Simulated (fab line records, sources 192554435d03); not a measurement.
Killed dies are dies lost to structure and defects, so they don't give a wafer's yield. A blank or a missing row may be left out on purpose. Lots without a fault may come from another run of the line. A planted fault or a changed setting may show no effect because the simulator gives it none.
A struck lot beside a sound one | flow n5_finfet | 14 steps out of a route of 1938
Sound: wafers L319.2, L319.3, L319.4. Struck: wafers L310.1, L310.2, L310.5. The cause comes at the end.
At each step with rows: each side's tool, then ch and its chambers, then its first start. Under that, the readings that differ: sound wafers | struck wafers | difference of the means | sigmas: that difference in standard deviations of wafers without a fault.
alike: readings whose means differ by less than 2 such deviations, and words and numbers that are the same on both sides. not compared: withheld readings, readings that some wafer has no value for, bounds like >300 that may hide the same value, and numbers for which the record gives no deviation and whose values overlap.
The two part at a step that has a row with sigmas, a row that says differs or no value, or rows on one side only. Numbers that don't overlap but have no deviation are shown without sigmas and don't part them. A reading that every wafer of one side lacks parts them only if that side has two wafers or more.

N5_BEOL_M11_ETCH_62: etches SOC in N2/H2, target depth 110 nm, overetch 22 nm, time 165 s.
  sound on rie_diel-02 ch 0,1,2, day 14 08:07; struck on rie_diel-02 ch 1,2, day 12 11:11
  alike: drypump_motor_current_A, n2_flow_sccm, oes_product_au, rf_vpp_V, showerhead_plenum_p_Torr, throttle_valve_pct
  not compared: rf_hours_counter_h
then, 1 step without rows for these wafers: N5_BEOL_M11_STRIP_68 (strips in N2/H2).
N5_BEOL_M11_STRIP_67: strips in CF4.
  sound on rie_diel-02 ch 0,1,2, day 14 08:16; struck on rie_diel-02 ch 1,2, day 12 11:20
  alike: cf4_flow_sccm, drypump_motor_current_A, oes_product_au, rf_vpp_V, showerhead_plenum_p_Torr, throttle_valve_pct
  not compared: rf_hours_counter_h
N5_BEOL_M11_HM_OPEN_17: chemistry Cl2/BCl3, target TiN, target depth 20 nm, overetch 6 nm.
  sound on rie_metal-03 ch 0,1, day 14 08:19; struck on rie_metal-03 ch 0, day 12 11:23
  reading               | sound          | struck         | difference | sigmas
  oes_ar_750_au (a.u.)  | 0.98 0.95 0.99 | 0.63 0.63 0.63 | -0.34      | -3
  oes_product_au (a.u.) | 0.84 0.79 0.84 | 0.54 0.53 0.53 | -0.29      | -3
  alike: drypump_motor_current_A, mfc_ar_sccm, throttle_valve_pct
  not compared: rf_hours_counter_h
N5_BEOL_M11_STRIP_19: strips in O2.
  sound on rie_diel-02 ch 0,1,2, day 14 08:26; struck on rie_diel-05 ch 1,2, day 12 11:35
  alike: drypump_motor_current_A, oes_product_au, rf_vpp_V, showerhead_plenum_p_Torr, throttle_valve_pct
  not compared: rf_hours_counter_h
N5_BEOL_M11_CD_MEAS_18: pitch 140 nm, target cd 70 nm.
  sound on cd_sem-02, day 14 08:30; struck on cd_sem-03, day 12 11:40
  alike: cd_nm
then, 6 steps without rows for these wafers: N5_BEOL_M11_COAT_63 (time 60 s, resist thk 100 nm); N5_BEOL_M11_COAT_64 (time 60 s, resist thk 30 nm); N5_BEOL_M11_COAT_22 (resist thk 90 nm); N5_BEOL_M11_EBR_24; N5_BEOL_M11_SOFTBAKE_23 (time 60 s); N5_BEOL_M11_EXPOSE_25 (exposes mask V10).
N5_BEOL_M11_PEB_26: peb time 60 s.
  sound on litho_track-04 ch 0, day 14 12:11; struck on litho_track-04, day 12 12:34
  no value came back on the struck wafers for chill_plate_temp_C (C), exhaust_pa (Pa); on the sound wafers chill_plate_temp_C (C) reads 22.87 23.01 23.02
then, 1 step without rows for these wafers: N5_BEOL_M11_DEVELOP_27 (develop time 30 s).

WHERE THEY PART
First at N5_BEOL_M11_HM_OPEN_17; last, within this record, at N5_BEOL_M11_PEB_26.

WHY: what the simulator had put in
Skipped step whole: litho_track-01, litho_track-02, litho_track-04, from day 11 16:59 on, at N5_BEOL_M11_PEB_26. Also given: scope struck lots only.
